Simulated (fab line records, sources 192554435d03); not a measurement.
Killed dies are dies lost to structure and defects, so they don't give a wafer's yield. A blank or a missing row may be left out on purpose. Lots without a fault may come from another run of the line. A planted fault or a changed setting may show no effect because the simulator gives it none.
Chamber matching | flow n5_finfet | N5_BEOL_M10_CMP_52 on cmp-02: 4 sister chambers
The step polishes, stops on SiCOH lowk, t overpolish 7 s, target thk 140 nm. 20 wafers are shown with their chamber, then 10 later ones without.

WAFERS WITH THEIR CHAMBER
wafer  | chamber | motor_current_A (A) | time_to_endpoint_s (s) | barrier_field_endpoint_s (s)
L074.1 | 1       | 5.5                 | 62                     | 28.6
L074.2 | 2       | 4.3                 | 66                     | 29.0
L074.6 | 0       | 5.6                 | 69                     | 29.7
L079.1 | 0       | 5.7                 | 73                     | 29.9
L079.3 | 2       | 4.4                 | 70                     | 29.6
L079.4 | 3       | 6.8                 | 72                     | 30.1
L078.3 | 3       | 6.4                 | 70                     | 30.2
L078.4 | 1       | 5.3                 | 65                     | 29.8
L078.6 | 0       | 5.8                 | 72                     | 31.4
L082.1 | 2       | 4.4                 | 67                     | 29.8
L082.2 | 1       | 5.4                 | 65                     | 29.4
L082.4 | 3       | 6.7                 | 70                     | 30.4
L084.4 | 2       | 4.3                 | 69                     | 29.5
L084.5 | 0       | 5.5                 | 70                     | 29.0
L084.6 | 1       | 5.5                 | 68                     | 28.6
L091.2 | 0       | 5.9                 | 74                     | 30.2
L091.4 | 3       | 6.6                 | 69                     | 29.6
L091.5 | 0       | 5.6                 | 69                     | 30.4
L092.1 | 0       | 5.5                 | 65                     | 28.5
L092.2 | 3       | 6.6                 | 65                     | 29.1

SIGNATURES (means of the wafers above)
reading                  | chamber 0 | chamber 1 | chamber 2 | chamber 3 | scatter within a chamber
motor_current_A          | 5.657     | 5.425     | 4.350     | 6.620     | 0.128
time_to_endpoint_s       | 70.29     | 65.00     | 68.00     | 69.20     | 2.62
barrier_field_endpoint_s | 29.871    | 29.100    | 29.475    | 29.880    | 0.704
Rule: a wafer's distance from a chamber is the root of the sum, over the readings, of the square of ((its reading less the chamber's mean) divided by the reading's scatter). The wafer belongs to the nearest chamber; if the next one is less than 2 further off, it can't be placed. The scatter: the root of (the sum of the squares of (reading less its chamber's mean) over the shown wafers, divided by (wafers less chambers)).

WAFERS WITHOUT THEIR CHAMBER
wafer  | motor_current_A (A) | time_to_endpoint_s (s) | barrier_field_endpoint_s (s)
L092.3 | 5.4                 | 65                     | 29.1
L094.2 | 5.5                 | 64                     | 29.7
L094.3 | 6.9                 | 67                     | 30.2
L094.4 | 4.5                 | 69                     | 30.0
L093.1 | 5.2                 | 66                     | 27.9
L093.2 | 5.6                 | 69                     | 29.6
L093.4 | 4.5                 | 69                     | 28.9
L097.2 | 5.2                 | 68                     | 29.8
L097.4 | 5.9                 | 71                     | 30.3
L097.6 | 5.5                 | 68                     | 29.9

WHICH CHAMBER EACH WENT THROUGH
wafer  | from the rows above     | in truth
L092.3 | 1                       | 1
L094.2 | can't be placed: 1 or 0 | 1
L094.3 | 3                       | 3
L094.4 | 2                       | 2
L093.1 | 1                       | 1
L093.2 | can't be placed: 0 or 1 | 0
L093.4 | 2                       | 2
L097.2 | can't be placed: 1 or 0 | 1
L097.4 | 0                       | 0
L097.6 | can't be placed: 0 or 1 | 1
Placed correctly: 6 of 10. Can't be placed from these rows: 4 (the true chamber is among the candidates in 4). Placed wrongly: 0.
